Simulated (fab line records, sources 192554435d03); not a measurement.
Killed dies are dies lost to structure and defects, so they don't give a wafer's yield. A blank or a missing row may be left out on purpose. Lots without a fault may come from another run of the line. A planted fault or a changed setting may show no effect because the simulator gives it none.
A struck lot beside a sound one | flow n5_finfet | 15 steps out of a route of 1938
Sound: wafers L301.1, L301.2, L301.3. Struck: wafer L305.4. (L305.3, L305.5 of the same lot were not struck and are left out.) The cause comes at the end.
At each step with rows: each side's tool, then ch and its chambers, then its first start. Under that, the readings that differ: sound wafers | struck wafers | difference of the means | sigmas: that difference in standard deviations of wafers without a fault.
alike: readings whose means differ by less than 2 such deviations, and words and numbers that are the same on both sides. not compared: withheld readings, readings that some wafer has no value for, bounds like >300 that may hide the same value, and numbers for which the record gives no deviation and whose values overlap.
The two part at a step that has a row with sigmas, a row that says differs or no value, or rows on one side only. Numbers that don't overlap but have no deviation are shown without sigmas and don't part them. A reading that every wafer of one side lacks parts them only if that side has two wafers or more.

first, 1 step without rows for these wafers: N5_BEOL_M9_STRIP_80 (strips in N2/H2, time 10 s).
N5_BEOL_M9_OCD_MEAS_38:
  sound on ocd-01, day 12 12:34; struck on ocd-02, day 12 23:58
  alike: trench_depth_nm
then, 4 steps without rows for these wafers: N5_BEOL_M9_HM_STRIP_39 (strips TiN in peroxide tin strip, target depth 25 nm, time 158 s); N5_BEOL_M9_SRD_40 (time 30 s); N5_BEOL_M9_PRECLEAN_42 (cleans in residue remover, time 60 s); N5_BEOL_M9_SRD_43 (time 30 s).
N5_BEOL_M9_CD_MEAS_35: target cd 70 nm, target cd y 40 nm.
  sound on cd_sem-01, day 12 12:44; struck on cd_sem-01, day 13 00:07
  alike: cd_nm
N5_BEOL_M9_CURE_72: cures SiCOH lowk, time 120 s.
  sound on uv_cure-01 ch 1, day 12 12:46; struck on uv_cure-02 ch 2, day 13 00:15
  alike: lamp_power_pct, wafer_temp_C_max
N5_BEOL_M9_DEGAS_44: time 60 s.
  sound on pvd_sputter-02, day 12 13:19; struck on pvd_sputter-01, day 13 00:28
  alike: heater_power_w
N5_BEOL_M9_PRE_CLEAN_45: time 30 s.
  sound on pvd_sputter-02, day 12 13:22; struck on pvd_sputter-01, day 13 00:31
  alike: heater_power_w
then, 1 step without rows for these wafers: N5_BEOL_M9_ALD_74 (deposits TaN, target thk 2 nm, pulse time 2 s, purge time 3 s).
N5_BEOL_M9_SURFACE_TREAT_79:
  sound on pvd_sputter-02, day 12 13:43; struck on pvd_sputter-02, day 13 00:55
  alike: ar_flow_sccm
  not compared: throttle_valve_pct
N5_BEOL_M9_CVD_78: deposits Co from CCTBA/H2, target thk 2 nm, time 138.9 s.
  sound on cvd_co-02 ch 0,1,2, day 12 13:47; struck on cvd_co-02 ch 0, day 13 01:07
  reading          | sound             | struck | difference | sigmas
  run_length_s (s) | 162.4 160.9 161.9 | 226.8  | +65.1      | +99 or more
N5_BEOL_M9_SPUTTER_48: material Cu, target thk 12 nm, time 2 s.
  sound on pvd_sputter-02, day 12 13:56; struck on pvd_sputter-02, day 13 01:19
  reading                | sound          | struck | difference | sigmas
  throttle_valve_pct (%) | 30.6 26.5 30.5 | 26.6   | -2.6       | -2
  alike: bias_v
-- the record jumps here: 2 days lie between the struck wafers' starts before and after (it left off in module BEOL_M9 and takes up again in module PASSIVATION, whose first step shown is number 1936 of the route) --
N5_PASSIVATION_PROBE_49:
  sound on prober-01, day 15 02:56; struck on prober-02, day 15 10:49
  reading             | sound    | struck | difference | sigmas
  killed_at_front_end | 32 18 39 | 53     | +23        | +2
  killed_on_rim       | 13 9 14  | 21     | +9         | +2
  killed_short        | 31 18 41 | 47     | +17        | +2
  alike: defect_limited_yield, killed_at_M0_to_M3, killed_at_M4_up, killed_at_contacts, killed_at_other, killed_dies, killed_open, sort_bin_5_function, sort_bin_6_memory, sort_n_pass, sort_yield_pct

WHERE THEY PART
First at N5_BEOL_M9_CVD_78; last, within this record, at N5_PASSIVATION_PROBE_49.

WHY: what the simulator had put in
Process parameter drift: cvd_co-02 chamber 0, from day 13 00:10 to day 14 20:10, at N5_BEOL_M9_CVD_78. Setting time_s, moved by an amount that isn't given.
